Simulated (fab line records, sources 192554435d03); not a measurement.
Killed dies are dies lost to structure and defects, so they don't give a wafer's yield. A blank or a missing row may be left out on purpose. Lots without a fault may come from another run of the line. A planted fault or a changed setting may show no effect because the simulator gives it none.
Chamber matching | flow n5_finfet | N5_BEOL_M10_CURE_71 on uv_cure-02: 3 sister chambers
The step cures SiCOH lowk, time 240 s. 6 wafers are shown with their chamber, then 9 later ones without.

WAFERS WITH THEIR CHAMBER
wafer  | chamber | wafer_temp_C_max | lamp_power_pct (%)
L083.5 | 2       | 386.8            | 52.30
L083.6 | 2       | 386.3            | 52.37
L091.3 | 1       | 385.9            | 52.36
L091.4 | 1       | 385.9            | 52.32
L092.4 | 0       | 386.6            | 52.38
L092.6 | 0       | 386.8            | 52.37

WAFERS WITHOUT THEIR CHAMBER
wafer  | wafer_temp_C_max | lamp_power_pct (%)
L093.1 | 386.6            | 52.27
L093.5 | 386.8            | 52.38
L093.6 | 386.5            | 52.40
L094.2 | 386.8            | 52.29
L094.3 | 386.3            | 52.30
L094.5 | 387.3            | 52.33
L097.2 | 386.1            | 52.39
L097.3 | 386.7            | 52.24
L097.6 | 387.3            | 52.37

WHICH CHAMBER EACH WENT THROUGH
wafer  | from the rows above          | in truth
L093.1 | can't be placed: 2 or 0 or 1 | 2
L093.5 | can't be placed: 0 or 2      | 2
L093.6 | can't be placed: 0 or 2      | 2
L094.2 | can't be placed: 2 or 0      | 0
L094.3 | can't be placed: 2 or 1 or 0 | 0
L094.5 | can't be placed: 0 or 2      | 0
L097.2 | can't be placed: 1 or 2 or 0 | 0
L097.3 | can't be placed: 2 or 0 or 1 | 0
L097.6 | can't be placed: 0 or 2      | 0
Placed correctly: 0 of 9. Can't be placed from these rows: 9 (the true chamber is among the candidates in 9). Placed wrongly: 0.
How it was worked out, from the rows above alone: a wafer's distance from a chamber is the root of the sum, over the readings, of the square of ((its reading less the chamber's mean) divided by the reading's scatter). The wafer belongs to the nearest chamber; if the next one is less than 2 further off, it can't be placed. A chamber's mean is the mean of its shown wafers. The scatter: the root of (the sum of the squares of (reading less its chamber's mean) over the shown wafers, divided by (wafers less chambers)).
